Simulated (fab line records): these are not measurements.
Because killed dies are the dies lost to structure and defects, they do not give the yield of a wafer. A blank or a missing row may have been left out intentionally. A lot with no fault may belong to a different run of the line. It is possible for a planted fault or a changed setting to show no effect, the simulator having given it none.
fab line records | flow nandHarc
[record] lots = 5 | wafers = 15 | lastDay = 24
route steps=1159 shown A_STAIRCASE@725
lots that met no fault: taken from a fault-free run of the same line
startH: the number of hours between the record's first day and the start of the first shown wafer of the lot | waitH: hours since the lot's step before | " unchanged from the row above | L1.1+2: several wafers, shown together as one row | - either no value or no given start | * or withheld: withheld | < > ~ a bound
route shown NAME@n: a module of which the file shows steps, and the number in the route of the first | usual: mean/standard deviation taken from wafers without a fault | same: alike in all rows | chamber/n: place in a boat | sites: each site's reading | _std_site: standard deviation of those values | _edge_site: outer sites' mean less inner sites' | radiusMm: for every site, how far away it sits from the centre of the wafer | mask NAME#n: copy n | behind: the last tool/chamber to shape the wafer | hold: what put the lot on hold/how long, in hours/how the hold closed | device: the transistor (n, p or np) that didn't switch | end of line: the tests these same wafers got at the end of their route | step lacking rows: just its recipe | killed: count of dies lost to structure and defects at first sort (not the wafer's yield) | map: per-die view of a wafer (x killed, . not killed, _ where there is no die)
set.NAME: the run value of the setting; set.NAME@STEP: its run value at that earlier step | model.NAME: the simulator's own value behind a step, which no gauge read
lots seen at some steps along the route; tables by step, rows by wafer
services: when a tool's chamber went out of use (startH, in hours from the record's first day, below 0 if earlier), for how many hours, and the reason
[[steps]]
[step NHARC_A_STAIRCASE_HARDBAKE_442]
[recipe] tempC = 120 | timeS = 140
lot.wafer  | tool          | chamber | startH | waitH
L074.3+4+5 | lithoTrack-05 | 0       | 307.16 | -
L078.1+3+4 | lithoTrack-02 | 0       | 334.78 | -
L080.2+3+6 | lithoTrack-02 | 0       | 351.71 | -
L092.2+5+6 | lithoTrack-03 | 0       | 417.57 | -
L095.1+3+4 | lithoTrack-05 | 0       | 430.82 | -
[step NHARC_A_STAIRCASE_DESCUM_443]
[recipe] timeS = 3 | o2FlowSccm = 200 | arFlowSccm = 0 | biasPowerW = 0 | chemistry = O2
[usual] drypumpMotorCurrentA = 5.5/0.52 | oesProductAu = 1.005/0.0089 | rfVppV = 57.9/0.91 | showerheadPlenumPTorr = 1.93/0.093 | throttleValvePct = 11.312/0.0092
lot.wafer | tool       | chamber | startH | waitH | drypumpMotorCurrentA | oesProductAu | rfHoursCounterH | rfVppV | showerheadPlenumPTorr | throttleValvePct
L074.4    | rieDiel-04 | 0       | 307.25 | -     | 5.7                  | 0.994        | 2               | 57.0   | 1.86                  | 11.326
L074.3    | "          | 1       | "      | "     | 5.1                  | 1.026        | 2               | 57.0   | 1.82                  | 11.306
L074.5    | "          | 0       | "      | "     | 5.7                  | 1.002        | -               | 58.1   | 1.86                  | 11.318
L078.3    | rieDiel-09 | 3       | 334.89 | -     | 5.6                  | 1.001        | 29              | 58.7   | 2.01                  | 11.304
L078.4    | "          | 0       | "      | "     | 6.4                  | 0.996        | 29              | 57.3   | 1.96                  | 11.313
L078.1    | "          | 2       | "      | "     | 5.7                  | 1.016        | 29              | 56.1   | 1.97                  | 11.312
L080.2    | rieDiel-04 | 1       | 351.80 | -     | 5.1                  | 1.023        | 16              | 57.9   | 1.81                  | 11.317
L080.3    | "          | 3       | "      | "     | 6.2                  | 1.013        | 19              | 58.3   | 2.07                  | 11.309
L080.6    | "          | 0       | "      | "     | 5.7                  | 1.005        | -               | 58.2   | 1.86                  | 11.315
L092.2    | rieDiel-09 | 2       | 417.67 | -     | 5.6                  | 0.997        | 61              | 57.4   | 1.96                  | 11.301
L092.6    | "          | 1       | "      | "     | 5.0                  | 1.014        | -               | 57.5   | 1.78                  | 11.322
L092.5    | "          | 2       | "      | "     | 5.6                  | 1.004        | -               | 58.0   | 1.96                  | 11.311
L095.1    | rieDiel-09 | 1       | 431.03 | -     | 5.0                  | 0.996        | 62              | 56.1   | 1.78                  | 11.295
L095.4    | "          | 3       | "      | "     | 5.6                  | 1.009        | 68              | 57.4   | 2.00                  | 11.321
L095.3    | "          | 0       | "      | "     | 6.3                  | 1.006        | 64              | 57.9   | 1.94                  | 11.311
[step NHARC_A_STAIRCASE_ETCH_444]
[recipe] targetDepthA = 1.02e+05 | timeS = 3400 | c4f8FlowSccm = 20 | o2FlowSccm = 10 | arFlowSccm = withheld | rfW = 600 | biasW = 1000 | chemistry = C4F8/O2
[usual] oesProductAu = 0.938/0.021 | rfVppV = 808/5.3
lot.wafer | tool       | chamber | startH | waitH | oesProductAu | rfHoursCounterH | rfVppV
L074.4    | rieDiel-04 | 3       | 307.32 | 0.1   | 0.950        | 2               | 816
L074.3    | "          | 2       | "      | "     | 0.990        | 2               | 810
L074.5    | "          | 0       | "      | "     | 0.949        | -               | 804
L078.1    | rieDiel-09 | 3       | 334.97 | 0.1   | 0.927        | 30              | 812
L078.3    | "          | 0       | "      | "     | 0.923        | 29              | 809
L078.4    | "          | 1       | "      | "     | 0.926        | 29              | 800
L080.3    | rieDiel-04 | 3       | 352.12 | 0.3   | 0.932        | 20              | 815
L080.2    | "          | 0       | "      | "     | 0.921        | 18              | 804
L080.6    | "          | 2       | "      | "     | 0.938        | -               | 808
L092.2    | rieDiel-09 | 3       | 417.98 | 0.3   | 0.932        | 64              | 812
L092.6    | "          | 2       | "      | "     | 0.925        | -               | 809
L092.5    | "          | 3       | "      | "     | 0.932        | -               | 811
L095.4    | rieDiel-04 | 0       | 432.64 | 1.6   | 0.933        | 46              | 804
L095.1    | "          | 1       | "      | "     | 0.934        | 49              | 800
L095.3    | "          | 2       | "      | "     | 0.929        | 51              | 807
[step NHARC_A_STAIRCASE_STRIP_446]
[recipe] powerW = 1500 | tempC = 250 | chemistry = O2
[usual] drypumpMotorCurrentA = 6.01/0.23 | heaterPowerW = 347/19
lot.wafer | tool           | chamber | startH | waitH | drypumpMotorCurrentA | heaterPowerW | rfHoursCounterH
L074.3    | plasmaAsher-01 | 0       | 309.70 | 0.1   | 5.83                 | 338          | -
L074.4    | "              | 1       | "      | "     | 6.21                 | 330          | -
L074.5    | "              | 1       | "      | "     | 6.27                 | 334          | -
L078.1    | plasmaAsher-02 | 1       | 337.29 | 0.1   | 5.65                 | 321          | 49
L078.4    | "              | 0       | "      | "     | 6.12                 | 388          | -
L078.3    | "              | 1       | "      | "     | 5.69                 | 323          | -
L080.2    | plasmaAsher-01 | 0       | 354.14 | 0.1   | 5.86                 | 353          | 20
L080.3    | "              | 0       | "      | "     | 5.87                 | 353          | -
L080.6    | "              | 0       | "      | "     | 5.84                 | 341          | -
L092.2    | plasmaAsher-01 | 1       | 420.00 | 0.0   | 6.27                 | 332          | 48
L092.5    | "              | 1       | "      | "     | 6.28                 | 333          | -
L092.6    | "              | 0       | "      | "     | 5.85                 | 344          | -
L095.1    | plasmaAsher-02 | 0       | 434.98 | 0.1   | 6.14                 | 390          | 21
L095.4    | "              | 1       | "      | "     | 5.67                 | 329          | -
L095.3    | "              | 0       | "      | "     | 6.11                 | 392          | -
[step NHARC_A_STAIRCASE_STRIP_447]
[recipe] timeS = 900 | tempC = 130 | chemistry = SPM
[usual] bathGuardTempC = 129.9/0.56
lot.wafer | tool        | chamber | startH | waitH | bathGuardTempC
L074.5    | wetBench-04 | 3       | 309.95 | 0.1   | 130.6
L074.3    | "           | 7       | "      | "     | 130.6
L074.4    | "           | 0       | "      | "     | 130.2
L078.4    | wetBench-04 | 5       | 337.60 | 0.2   | 129.9
L078.1    | "           | 7       | "      | "     | 129.9
L078.3    | "           | 2       | "      | "     | 129.6
L080.6    | wetBench-07 | 4       | 354.49 | 0.1   | 130.9
L080.2    | "           | 5       | "      | "     | 129.5
L080.3    | "           | 1       | "      | "     | 129.4
L092.2    | wetBench-09 | 6       | 420.35 | 0.3   | 129.4
L092.5    | "           | 7       | "      | "     | 130.7
L092.6    | "           | 0       | "      | "     | 128.9
L095.1    | wetBench-04 | 0       | 435.28 | 0.3   | 130.1
L095.4    | "           | 3       | "      | "     | 130.6
L095.3    | "           | 4       | "      | "     | 129.7
[step NHARC_A_STAIRCASE_PRECLEAN_448]
[recipe] timeS = * | tempC = 50 | bathAgeMin = 0 | chemistry = SC1
[usual] bathGuardTempC = 49.9/0.58 | sc1H2o2EndMolL = 0.3698/0.00067
lot.wafer | tool        | chamber | startH | waitH | bathGuardTempC | sc1H2o2EndMolL
L074.5    | wetBench-04 | 3       | -      | -     | 51.0           | 0.3701
L074.3    | "           | 7       | "      | "     | 50.2           | 0.3689
L074.4    | "           | 0       | "      | "     | 50.1           | 0.3691
L078.4    | wetBench-04 | 5       | -      | -     | 49.8           | 0.3685
L078.1    | "           | 7       | "      | "     | 50.5           | 0.3691
L078.3    | "           | 2       | "      | "     | 49.8           | 0.3703
L080.6    | wetBench-07 | 4       | -      | -     | 50.7           | 0.3697
L080.2    | "           | 5       | "      | "     | 49.1           | 0.3703
L080.3    | "           | 1       | "      | "     | 49.6           | 0.3691
L092.2    | wetBench-09 | 6       | -      | -     | 50.1           | 0.3705
L092.5    | "           | 7       | "      | "     | 50.6           | 0.3688
L092.6    | "           | 0       | "      | "     | 49.3           | 0.3695
L095.1    | wetBench-04 | 0       | -      | -     | 50.0           | 0.3705
L095.4    | "           | 3       | "      | "     | 50.4           | 0.3698
L095.3    | "           | 4       | "      | "     | 50.1           | 0.3693
[step NHARC_A_STAIRCASE_SRD_449]
lot.wafer  | tool        | chamber | startH | waitH
L074.5+3+4 | wetBench-04 | 3,7,0   | -      | -
L078.4+1+3 | wetBench-04 | 5,7,2   | -      | -
L080.6+2+3 | wetBench-07 | 4,5,1   | -      | -
L092.2+5+6 | wetBench-09 | 6,7,0   | -      | -
L095.1+4+3 | wetBench-04 | 0,3,4   | -      | -
[[services]]
tool           | chamber | startH | hours | kind
wetBench-09    | -       | 288.80 | 8.0   | pm
rieDiel-04     | -       | 289.15 | 9.0   | pm
plasmaAsher-02 | -       | 332.86 | 4.0   | repair
rieDiel-09     | 1       | 339.50 | 1.9   | repair
wetBench-04    | -       | 339.66 | 8.0   | pm
lithoTrack-02  | -       | 340.01 | 7.0   | pm
wetBench-04    | 0       | 347.66 | -     | consumableReplace:bath
wetBench-04    | 0       | 347.66 | -     | consumableReplace:filter
wetBench-04    | 1       | 347.66 | -     | consumableReplace:bath
wetBench-04    | 1       | 347.66 | -     | consumableReplace:filter
wetBench-04    | 2       | 347.66 | -     | consumableReplace:bath
wetBench-04    | 2       | 347.66 | -     | consumableReplace:filter
wetBench-04    | 3       | 347.66 | -     | consumableReplace:bath
rieDiel-09     | 0       | 353.43 | 2.7   | repair
wetBench-04    | -       | 359.70 | 0.5   | repair
plasmaAsher-02 | -       | 360.00 | 9.0   | pm
rieDiel-09     | 0       | 371.94 | 1.3   | repair
plasmaAsher-02 | -       | 373.99 | 3.7   | repair
rieDiel-04     | 0       | 377.78 | 7.9   | repair
wetBench-09    | -       | 380.80 | 24.6  | repair
lithoTrack-03  | -       | 388.00 | 7.0   | pm
plasmaAsher-01 | -       | 396.06 | 0.7   | repair
lithoTrack-05  | -       | 412.00 | 7.0   | pm
rieDiel-09     | -       | 432.52 | 9.0   | pm
[[key]]
fault none
